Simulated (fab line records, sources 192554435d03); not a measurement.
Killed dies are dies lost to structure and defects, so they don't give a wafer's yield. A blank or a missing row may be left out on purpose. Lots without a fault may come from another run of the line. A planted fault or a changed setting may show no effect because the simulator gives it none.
Chamber matching | flow n5_finfet | N5_FIN_SAQP_ETCH_51 on rie_diel-04: 4 sister chambers
The step etches SiARC in CF4, target depth 45.5 nm, time 75.8 s. 20 wafers are shown with their chamber, then 10 later ones without.

WAFERS WITH THEIR CHAMBER
wafer  | chamber | drypump_motor_current_A (A) | showerhead_plenum_p_Torr (Torr) | throttle_valve_pct (%)
L077.1 | 3       | 5.5                         | 2.20                            | 15.49
L077.2 | 2       | 4.7                         | 2.19                            | 15.23
L077.6 | 3       | 5.5                         | 2.20                            | 15.49
L079.2 | 3       | 5.5                         | 2.20                            | 15.48
L079.3 | 1       | 5.4                         | 2.07                            | 15.54
L079.6 | 3       | 5.5                         | 2.20                            | 15.49
L080.1 | 3       | 5.5                         | 2.20                            | 15.50
L080.2 | 1       | 5.4                         | 2.07                            | 15.52
L080.3 | 2       | 4.7                         | 2.19                            | 15.27
L082.4 | 3       | 5.5                         | 2.20                            | 15.51
L082.5 | 1       | 5.4                         | 2.07                            | 15.55
L082.6 | 0       | 6.2                         | 2.12                            | 15.53
L083.3 | 2       | 4.7                         | 2.18                            | 15.28
L083.4 | 0       | 6.2                         | 2.12                            | 15.52
L083.6 | 3       | 5.5                         | 2.19                            | 15.52
L084.1 | 0       | 6.1                         | 2.12                            | 15.52
L084.4 | 3       | 5.5                         | 2.19                            | 15.49
L084.6 | 0       | 6.1                         | 2.12                            | 15.51
L085.2 | 0       | 6.1                         | 2.12                            | 15.54
L085.3 | 1       | 5.4                         | 2.07                            | 15.55

SIGNATURES (means of the wafers above)
reading                  | chamber 0 | chamber 1 | chamber 2 | chamber 3 | scatter within a chamber
drypump_motor_current_A  | 6.140     | 5.400     | 4.700     | 5.500     | 0.0274
showerhead_plenum_p_Torr | 2.1200    | 2.0700    | 2.1867    | 2.1975    | 0.00368
throttle_valve_pct       | 15.5240   | 15.5400   | 15.2600   | 15.4962   | 0.0152
Rule: a wafer's distance from a chamber is the root of the sum, over the readings, of the square of ((its reading less the chamber's mean) divided by the reading's scatter). The wafer belongs to the nearest chamber; if the next one is less than 2 further off, it can't be placed. The scatter: the root of (the sum of the squares of (reading less its chamber's mean) over the shown wafers, divided by (wafers less chambers)).

WAFERS WITHOUT THEIR CHAMBER
wafer  | drypump_motor_current_A (A) | showerhead_plenum_p_Torr (Torr) | throttle_valve_pct (%)
L085.4 | 5.4                         | 2.07                            | 15.56
L091.2 | 5.4                         | 2.07                            | 15.56
L091.4 | 5.5                         | 2.19                            | 15.50
L091.5 | 5.4                         | 2.07                            | 15.57
L092.1 | 5.5                         | 2.19                            | 15.53
L092.2 | 4.7                         | 2.18                            | 15.27
L092.5 | 5.4                         | 2.07                            | 15.56
L096.2 | 4.7                         | 2.18                            | 15.29
L096.4 | 5.4                         | 2.06                            | 15.59
L096.6 | 6.1                         | 2.12                            | 15.55

WHICH CHAMBER EACH WENT THROUGH
wafer  | from the rows above | in truth
L085.4 | 1                   | 1
L091.2 | 1                   | 1
L091.4 | 3                   | 3
L091.5 | 1                   | 1
L092.1 | 3                   | 3
L092.2 | 2                   | 2
L092.5 | 1                   | 1
L096.2 | 2                   | 2
L096.4 | 1                   | 1
L096.6 | 0                   | 0
Placed correctly: 10 of 10. Can't be placed from these rows: 0. Placed wrongly: 0.
